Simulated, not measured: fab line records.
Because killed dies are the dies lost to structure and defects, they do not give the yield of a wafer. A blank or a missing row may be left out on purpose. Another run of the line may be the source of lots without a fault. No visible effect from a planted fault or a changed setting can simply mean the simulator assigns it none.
Which tool did it? ; flow n5Finfet ; 30 wafers from 10 lots sampled at 2 of the route's 1938 steps

WHAT EACH GAUGE READ, for each wafer
N5_BEOL_M8_OVL_MEAS_29.
lot;measured;on;V7_OVL (nm)
L811;day 10 12:21;overlay-02;-1.5 -1.1 -1.3
L815;day 10 18:37;overlay-01;1.2 0.7 -0.3
L814;day 10 18:41;overlay-01;-1.5 -1.3 -2.0
L818;day 11 21:37;overlay-02;0.1 -0.8 -0.2
L819;day 11 21:26;overlay-01;0.7 0.2 0.1
L825;day 13 12:11;overlay-02;0.8 -0.9 -0.5
L826;day 14 07:38;overlay-02;0.7 0.8 0.4
L828;day 15 00:15;overlay-02;0.2 -0.4 -0.3
L831;day 15 15:11;overlay-02;1.2 -0.6 0.6
L832;day 16 11:30;overlay-01;1.4 -0.1 1.4

WHICH TOOL RAN EACH LOT (tool, then ch and the chambers of the sampled wafers, then the start)
lot;N5_BEOL_M8_STRIP_67
L811;rieDiel-06 ch 1,2,3, day 10 10:43
L815;rieDiel-05 ch 0,3, day 10 16:38
L814;rieDiel-05 ch 0,1, day 10 17:00
L818;rieDiel-01 ch 0,1,2, day 11 19:54
L819;rieDiel-01 ch 0,1,2, day 11 20:10
L825;rieDiel-06 ch 1,2,3, day 13 08:31
L826;rieDiel-06 ch 0,3, day 14 06:07
L828;rieDiel-06 ch 0,1,2, day 14 22:35
L831;rieDiel-06 ch 2,3, day 15 13:10
L832;rieDiel-01 ch 1,3, day 16 06:55
- N5_BEOL_M8_STRIP_67: strips in CF4.

THE ANSWER, worked out from the rows above alone
Rule: the usual values come from the lots themselves. The widest of any qualifying gaps counts: lots, ordered by their means at a reading, are off when they make up no more than a third of the lots, leave a main group of 4 or more, and stand apart from it by 3 or more times the standard deviation of that group's means. A main group whose means are all the same, to the digits that the tables above print for the reading, isn't used. A lot without any number at a reading at which 4 lots or more have one is off too. The other lots that the step has rows for count as sound.
None of the lots is off at any reading shown; this tells nothing.

WHAT THE SIMULATOR HAD PUT IN
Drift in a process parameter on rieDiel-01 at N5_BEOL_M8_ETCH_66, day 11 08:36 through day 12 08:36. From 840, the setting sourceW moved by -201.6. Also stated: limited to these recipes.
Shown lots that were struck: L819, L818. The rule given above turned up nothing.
